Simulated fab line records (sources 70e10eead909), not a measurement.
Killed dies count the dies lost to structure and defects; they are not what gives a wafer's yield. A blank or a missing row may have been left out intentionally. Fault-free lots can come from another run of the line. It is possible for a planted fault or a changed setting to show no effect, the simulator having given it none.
Matching of chambers	flow nandHarc	NHARC_A_STAIRCASE_ETCHBACK_422 on rieDiel-07 has 4 sister chambers
The step etches the open film in CH3F/O2, target depth 40 nm, time 74.286 s. 4 wafers are shown with their chamber, then 9 later ones without.

== WAFERS, EACH WITH ITS CHAMBER ==
wafer	chamber	drypumpMotorCurrentA (A)
L085.4	1	6.4
L088.2	0	5.3
L088.5	2	6.8
L088.6	3	5.4

== WAFERS WITHOUT THEIR CHAMBER ==
wafer	drypumpMotorCurrentA (A)
L089.3	5.4
L089.4	6.4
L089.5	6.4
L095.2	5.3
L095.4	5.4
L095.6	6.3
L096.1	5.4
L096.3	5.3
L096.5	6.4

== CHAMBER TAKEN BY EACH ==
wafer	from the rows above	in truth
L089.3	3	3
L089.4	1	1
L089.5	1	1
L095.2	0	0
L095.4	3	3
L095.6	1	1
L096.1	3	3
L096.3	0	0
L096.5	1	1
Placed correctly: 9 of 9. Not placeable from these rows: 0. Placed wrongly: 0.
How it was worked out, from the rows above alone: a wafer's distance from a chamber is the root of the sum, over the readings, of the square of ((its reading less the chamber's mean) divided by the reading's scatter). The wafer belongs to the nearest chamber; if the next one is less than 2 further off, it can't be placed. A chamber's mean is the mean of its shown wafers. The scatter: root of mean squared gap, hidden wafer to nearest shown wafer, with one shown wafer a chamber.
